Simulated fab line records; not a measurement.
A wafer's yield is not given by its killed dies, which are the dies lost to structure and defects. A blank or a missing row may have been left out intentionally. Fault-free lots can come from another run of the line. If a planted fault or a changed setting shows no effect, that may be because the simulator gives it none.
Matching of chambers || flow n5 finfet || N5_SDB_HM_DEP_00 on pecvd-02 has 3 sister chambers
The step deposits SiNx from SiH4/NH3/N2, target thk 40 nm, time 35.3 s. 3 wafers are shown with their chamber, then 12 later ones without.

== WAFERS, EACH WITH ITS CHAMBER ==
{"wafer": "L088.4", "chamber": 0, "showerhead plenum p Torr (Torr)": 5.22}
{"wafer": "L088.5", "chamber": 2, "showerhead plenum p Torr (Torr)": 5.14}
{"wafer": "L088.6", "chamber": 1, "showerhead plenum p Torr (Torr)": 5.23}

== WAFERS WITHOUT THEIR CHAMBER ==
{"wafer": "L090.3", "showerhead plenum p Torr (Torr)": 5.22}
{"wafer": "L090.5", "showerhead plenum p Torr (Torr)": 5.22}
{"wafer": "L090.6", "showerhead plenum p Torr (Torr)": 5.12}
{"wafer": "L091.1", "showerhead plenum p Torr (Torr)": 5.23}
{"wafer": "L091.4", "showerhead plenum p Torr (Torr)": 5.13}
{"wafer": "L091.5", "showerhead plenum p Torr (Torr)": 5.23}
{"wafer": "L095.2", "showerhead plenum p Torr (Torr)": 5.21}
{"wafer": "L095.4", "showerhead plenum p Torr (Torr)": 5.12}
{"wafer": "L095.6", "showerhead plenum p Torr (Torr)": 5.21}
{"wafer": "L096.1", "showerhead plenum p Torr (Torr)": 5.13}
{"wafer": "L096.5", "showerhead plenum p Torr (Torr)": 5.13}
{"wafer": "L096.6", "showerhead plenum p Torr (Torr)": 5.22}

== WHICH CHAMBER EACH ONE RAN IN ==
{"wafer": "L090.3", "from the rows above": "can't be placed: 0 or 1", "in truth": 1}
{"wafer": "L090.5", "from the rows above": "can't be placed: 0 or 1", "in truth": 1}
{"wafer": "L090.6", "from the rows above": 2, "in truth": 2}
{"wafer": "L091.1", "from the rows above": "can't be placed: 1 or 0", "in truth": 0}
{"wafer": "L091.4", "from the rows above": 2, "in truth": 2}
{"wafer": "L091.5", "from the rows above": "can't be placed: 1 or 0", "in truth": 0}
{"wafer": "L095.2", "from the rows above": "can't be placed: 0 or 1", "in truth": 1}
{"wafer": "L095.4", "from the rows above": 2, "in truth": 2}
{"wafer": "L095.6", "from the rows above": "can't be placed: 0 or 1", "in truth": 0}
{"wafer": "L096.1", "from the rows above": 2, "in truth": 2}
{"wafer": "L096.5", "from the rows above": 2, "in truth": 2}
{"wafer": "L096.6", "from the rows above": "can't be placed: 0 or 1", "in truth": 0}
5 of 12 placed correctly. These rows do not allow placing 7 (true chamber among the candidates in 7). 0 placed wrongly.
How it was worked out, from the rows above alone: a wafer's distance from a chamber is the root of the sum, over the readings, of the square of ((its reading less the chamber's mean) divided by the reading's scatter). The wafer belongs to the nearest chamber; if the next one is less than 2 further off, it can't be placed. Each chamber's mean is taken over the wafers shown for it. The scatter: root of mean squared gap, hidden wafer to nearest shown wafer, with one shown wafer a chamber.
